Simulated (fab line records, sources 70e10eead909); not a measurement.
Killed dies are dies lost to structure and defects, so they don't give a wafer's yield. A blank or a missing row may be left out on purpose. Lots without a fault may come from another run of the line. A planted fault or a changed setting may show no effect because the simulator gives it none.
One fault seen from 2 desks | flow nand_harc | each desk has only its own numbers; what lay behind them comes last

THE TOOL OWNER'S DESK: lpcvd_poly-04
The tool's own readings at NHARC_A_SOURCE_PLATE_CVD_03 (deposits poly-Si, target thk 200 nm, time 4000 s): means of the sampled wafers that have a number, for each lot that ran on this tool. A lot is out of limits, marked OUT, if its mean lies more than 4 standard deviations from the usual mean; the brackets give that distance.
Columns: A = spike_tc_bottom_C at NHARC_A_SOURCE_PLATE_CVD_03, usual 642 C; B = spike_tc_centre_C at NHARC_A_SOURCE_PLATE_CVD_03, usual 621.5 C; C = spike_tc_lower_C at NHARC_A_SOURCE_PLATE_CVD_03, usual 620.2 C; D = spike_tc_top_C at NHARC_A_SOURCE_PLATE_CVD_03, usual 640.7 C; E = spike_tc_upper_C at NHARC_A_SOURCE_PLATE_CVD_03, usual 620.7 C; F = zone_power_centre_pct at NHARC_A_SOURCE_PLATE_CVD_03, usual 9.8 %; G = zone_power_upper_pct at NHARC_A_SOURCE_PLATE_CVD_03, usual 8.30 %
lot  | first seen here | A   | B                | C               | D                | E               | F   | G
L166 | day 8 13:37     | 639 | 623.0            | 620.9           | 640.2            | 620.2           | 9.4 | 8.19
L174 | day 12 04:36    | 652 | 636.4 (+8.8) OUT | 633.7 (+12) OUT | 652.3 (+8.3) OUT | 634.0 (+11) OUT | 9.9 | 8.61
L175 | day 12 04:36    | 652 | 636.2 (+8.6) OUT | 632.8 (+11) OUT | 653.4 (+9.1) OUT | 633.5 (+11) OUT | 9.7 | 8.70 (+4.2) OUT
L182 | day 15 06:08    | 639 | 623.9            | 620.5           | 639.8            | 621.0           | 9.4 | 8.38
L183 | day 15 15:32    | 639 | 623.1            | 620.1           | 639.0            | 621.2           | 9.4 | 8.49
L184 | day 16 11:38    | 640 | 623.3            | 620.5           | 639.5            | 621.5           | 9.4 | 8.36
L185 | day 16 11:38    | 638 | 623.2            | 619.8           | 638.6            | 621.1           | 9.4 | 8.22
This desk's finding: out of limits on L174, L175; first on L174, day 12 04:36 (spike_tc_centre_C at NHARC_A_SOURCE_PLATE_CVD_03). In limits: L166, L182, L183, L184, L185.

THE METROLOGY DESK
What the gauges read, lot by lot, whatever tool the lot ran on: means of the sampled wafers that have a number. A lot is out of limits, marked OUT, if its mean lies more than 4 standard deviations from the usual mean; the brackets give that distance.
Columns: A = thk_nm at NHARC_A_SOURCE_PLATE_THK_MEAS_09, usual 9.8 nm; B = thk_nm at NHARC_A_SOURCE_PLATE_THK_MEAS_06, usual 200.1 nm; C = thk_nm at NHARC_A_ONON_D1_THK_MEAS_14, usual 999 nm
lot  | first seen here | A    | B               | C
L165 | day 7 19:45     | 9.5  | 199.0           | 1001
L166 | day 8 11:01     | 11.0 | 201.3           | 987
L170 | day 9 19:53     | 9.7  | 198.5           | 992
L173 | day 11 18:13    | 10.3 | 196.8           | 993
L174 | day 12 02:02    | 9.5  | 271.0 (+32) OUT | 999
L175 | day 12 02:02    | 10.2 | 273.1 (+33) OUT | 1006
L179 | day 13 19:56    | 11.0 | 200.6           | 1001
L180 | day 14 01:53    | 9.5  | 204.0           | 994
L182 | day 15 03:33    | 9.2  | 200.1           | 986
L183 | day 15 12:58    | 9.9  | 197.1           | 1001
L184 | day 16 09:04    | 9.4  | 201.5           | 981
L185 | day 16 09:04    | 9.8  | 199.2           | 1005
This desk's finding: out of limits on L174, L175; first on L174, day 12 16:37 (thk_nm at NHARC_A_SOURCE_PLATE_THK_MEAS_06). In limits: L165, L166, L170, L173, L179, L180, L182, L183, L184, L185.

PUT TOGETHER
The tool owner's desk could have raised an alarm at day 12 04:36, on L174, L175.
The metrology desk could have raised an alarm at day 12 16:37, on L174, L175.
Of the lots named, all ran NHARC_A_SOURCE_PLATE_CVD_03 on lpcvd_poly-04.

WHAT THE SIMULATOR HAD PUT IN
Process parameter drift: lpcvd_poly-04, from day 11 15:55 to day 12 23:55, at NHARC_A_SOURCE_PLATE_CVD_03. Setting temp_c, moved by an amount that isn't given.
Lots struck among those shown: L174, L175.
Hours from the fault's start to each desk's first reading out of limits: the tool owner's desk, 13; the metrology desk, 25.
